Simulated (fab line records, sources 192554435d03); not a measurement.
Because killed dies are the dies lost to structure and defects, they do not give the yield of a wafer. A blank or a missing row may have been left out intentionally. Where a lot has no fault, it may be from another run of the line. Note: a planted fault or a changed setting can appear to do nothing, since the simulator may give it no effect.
A lot that was struck, set against a sound lot -- flow n5Finfet -- 38 steps out of a route of 1938
Sound: the wafers L196.2, L196.3, L196.4. Wafers L187.2, L187.3, L187.5 were the ones struck. The cause is named last.
At each step with rows: each side's tool, then ch and its chambers, then its first start. Under that, the readings that differ: sound wafers -- struck wafers -- difference of the means -- sigmas: that difference in standard deviations of wafers without a fault.
alike: readings whose means differ by less than 2 such deviations, and words and numbers that are the same on both sides. not compared: withheld readings, readings that some wafer has no value for, bounds like >300 that may hide the same value, and numbers for which the record gives no deviation and whose values overlap.
The two part at a step that has a row with sigmas, a row that says differs or no value, or rows on one side only. Numbers that don't overlap but have no deviation are shown without sigmas and don't part them. A reading that every wafer of one side lacks parts them only if that side has two wafers or more.

first, 11 steps without rows for these wafers: N5_FIN_SAQP_STRIP_74 (strips in CHF3/O2); N5_FIN_SAQP_MANDREL_ETCH_22 (etches a-Si in HBr/Cl2, stops on SiNx, target depth 60 nm, bt time 10 s, time 30 s); N5_FIN_SAQP_STRIP_55 (strips in N2/H2); N5_FIN_SAQP_STRIP_23 (strips in SPM, time 750 s); N5_FIN_SAQP_SRD_66 (time 30 s); N5_FIN_SAQP_RECESS_75 (chemistry HF/NH3, target SiO2, target depth 14.4 nm, afs cycles 3, sublimation time 60 s); N5_FIN_SAQP_SPACER1_ALD_24 (deposits SiO2, target thk 20.3 nm, pulse time 1 s, purge time 2 s); N5_FIN_SAQP_SPACER1_ETCHBACK_25 (etches SiO2 in CHF3/O2, target depth 24.4 nm, time 12.2 s); N5_FIN_SAQP_MANDREL1_REMOVE_56 (chemistry HBr/Cl2/O2, target a-Si, stops on SiNx, bt time 10 s); N5_FIN_SAQP_ETCH_57 (etches SiNx in CH3F/O2, target depth 32.5 nm, time 46.4 s); N5_FIN_SAQP_ETCH_65 (etches SiO2 in CF4, target depth 4 nm, time 4.4 s).
N5_FIN_SAQP_MANDREL_ETCH_58: etches a-Si in HBr/Cl2, stops on SiNx, target depth 45 nm, bt time 10 s, time 27 s.
  sound on rieSi-05 ch 0,2,3, day 5 07:07; struck on rieSi-02 ch 0,1,3, day 3 02:34
reading,sound,struck,difference,sigmas
oesProductAu (a.u.),0.719 0.699 0.698,0.570 0.585 0.587,-0.125,-10
overEtchFrac,0.8 0.8 0.8,1.5249 1.5249 1.5249,+0.7249,
throttleValvePct (%),35.27 35.24 35.18,35.69 36.10 35.45,+0.52,+2
model.SiNx_of_FIN_SAQP_HM_DEP_03.thkNm (nm),38.2 37.63 38.91,32.8 34 34.2,-4.6,
  alike: HBr_flow_sccm, drypumpMotorCurrentA
  not compared: rfHoursCounterH
then, 9 steps without rows for these wafers: N5_FIN_SAQP_RECESS_63 (chemistry HF/NH3, target SiO2, target depth 18 nm, afs cycles 3, sublimation time 60 s); N5_FIN_SAQP_COAT_68 (time 60 s, resist thk 100 nm); N5_FIN_SAQP_ETCH_69 (etches SOC in N2/H2, stops on SiNx, target depth 150 nm); N5_FIN_SAQP_ETCH_67 (etches SiNx in CH3F/O2, target depth 30 nm); N5_FIN_SAQP_STRIP_70 (strips in N2/H2); N5_FIN_SAQP_RECESS_71 (chemistry HF/NH3, target SiO2, target depth 3 nm, afs cycles 1, sublimation time 60 s); N5_FIN_SAQP_SPACER2_ALD_28 (deposits SiO2, target thk 8.1 nm, pulse time 1 s, purge time 2 s); N5_FIN_SAQP_SPACER2_ETCHBACK_29 (etches SiO2 in CHF3/O2, target depth 12.2 nm, time 6.1 s); N5_FIN_SAQP_MANDREL2_REMOVE_60 (chemistry HBr/Cl2/O2, target a-Si, stops on SiNx, bt time 10 s).
N5_FIN_SAQP_HM_OPEN_33: chemistry CH3F/O2, target SiNx, target depth 49.4 nm, time 70.6 s.
  sound on rieDiel-06 ch 0,1,3, day 5 08:43; struck on rieDiel-05 ch 0,1, day 3 04:20
reading,sound,struck,difference,sigmas
etchRfOnTimeS (s),71.2 69.8 70.7,59.7 60.3 62.7,-9.7,-6
model.etch.depthNm (nm),37.6 37 38.29,32.18 33.36 33.52,-4.61,
  alike: drypumpMotorCurrentA, oesProductAu, rfVppV, showerheadPlenumPTorr, throttleValvePct
  not compared: rfHoursCounterH
then, 14 steps without rows for these wafers: N5_FIN_SAQP_ETCH_34 (etches SiO2 in C4F6/O2, target depth 45 nm, time 15 s); N5_FIN_SAQP_STRIP_77 (strips in N2/H2, time 90 s); N5_FIN_SAQP_ETCH_64 (etches SiO2 in CF4, target depth 1.5 nm); N5_FIN_SAQP_FIN_ETCH_36 (etches the open film in HBr/Cl2/O2, target depth 120 nm, time 50.4 s); N5_FIN_SAQP_PRECLEAN_38 (cleans in O3/DIW, time 45 s); N5_FIN_SAQP_PRECLEAN_45 (cleans in dHF, time 10 s); N5_FIN_SAQP_SRD_39 (time 30 s); N5_FIN_CUT_COAT_18 (time 60 s, resist thk 230 nm); N5_FIN_CUT_COAT_19 (time 60 s, resist thk 20 nm); N5_FIN_CUT_COAT_29 (time 60 s, resist thk 10 nm); N5_FIN_CUT_COAT_02 (resist thk 30 nm); N5_FIN_CUT_EBR_04; N5_FIN_CUT_SOFTBAKE_03 (time 60 s); N5_FIN_CUT_EXPOSE_05 (exposes mask FIN CUT).
N5_STI_FIN_REVEAL_RECESS_09: chemistry HF/NH3, target SiO2, afs cycles 11, target depth 42.5 nm, sublimation time 60 s.
  sound on vaporEtch-01 ch 0,1, day 5 16:46; struck on vaporEtch-02 ch 0,1, day 3 12:45
reading,sound,struck,difference,sigmas
model.SiNx_of_FIN_SAQP_HM_DEP_03.thkNm (nm),18.6 18 19.4,12.8 14 14.2,-5.0,
  alike: drypumpMotorCurrentA, forelinePTorr
after that, 1 step had no rows for these wafers: N5_PASSIVATION_PROBE_49.

== WHERE THEY PART ==
First at N5_FIN_SAQP_MANDREL_ETCH_58; last, within this record, at N5_FIN_SAQP_HM_OPEN_33. Later steps at which nothing parts them and some readings are alike: N5_STI_FIN_REVEAL_RECESS_09.

WHY: whatever the simulator had introduced
Process parameter drift: rieSi-02, from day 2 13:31 on, at N5_FIN_SAQP_MANDREL_ETCH_58. From 0.8, the setting overEtchFrac moved by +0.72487. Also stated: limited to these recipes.
